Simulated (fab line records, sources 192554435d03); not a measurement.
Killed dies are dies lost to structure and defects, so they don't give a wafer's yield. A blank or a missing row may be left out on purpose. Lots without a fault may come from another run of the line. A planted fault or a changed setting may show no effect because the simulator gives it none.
Chamber matching | flow n5_finfet | N5_HKMG_FIN_ALD_21 on ald_metal-03: 4 sister chambers
The step deposits TiN, target thk 1.5 nm, pulse time 1 s, purge time 3 s. 8 wafers are shown with their chamber, then 7 later ones without.

WAFERS WITH THEIR CHAMBER
wafer  | chamber | heater_power_w (W) | precursor_pulse_height_rel
L081.2 | 2       | 976                | 1.026
L088.3 | 1       | 839                | 0.994
L088.5 | 3       | 819                | 0.996
L089.1 | 0       | 924                | 0.974
L089.2 | 2       | 983                | 0.977
L089.4 | 3       | 799                | 0.989
L090.1 | 0       | 916                | 0.967
L090.2 | 1       | 818                | 1.009

WAFERS WITHOUT THEIR CHAMBER
wafer  | heater_power_w (W) | precursor_pulse_height_rel
L090.3 | 847                | 0.994
L091.3 | 899                | 1.011
L091.4 | 990                | 0.956
L091.6 | 962                | 0.990
L092.4 | 924                | 1.007
L092.5 | 920                | 1.044
L092.6 | 834                | 1.007

WHICH CHAMBER EACH WENT THROUGH
wafer  | from the rows above     | in truth
L090.3 | can't be placed: 1 or 3 | 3
L091.3 | 0                       | 0
L091.4 | 2                       | 2
L091.6 | 2                       | 2
L092.4 | 0                       | 0
L092.5 | can't be placed: 0 or 2 | 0
L092.6 | can't be placed: 1 or 3 | 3
Placed correctly: 4 of 7. Can't be placed from these rows: 3 (the true chamber is among the candidates in 3). Placed wrongly: 0.
How it was worked out, from the rows above alone: a wafer's distance from a chamber is the root of the sum, over the readings, of the square of ((its reading less the chamber's mean) divided by the reading's scatter). The wafer belongs to the nearest chamber; if the next one is less than 2 further off, it can't be placed. A chamber's mean is the mean of its shown wafers. The scatter: the root of (the sum of the squares of (reading less its chamber's mean) over the shown wafers, divided by (wafers less chambers)).
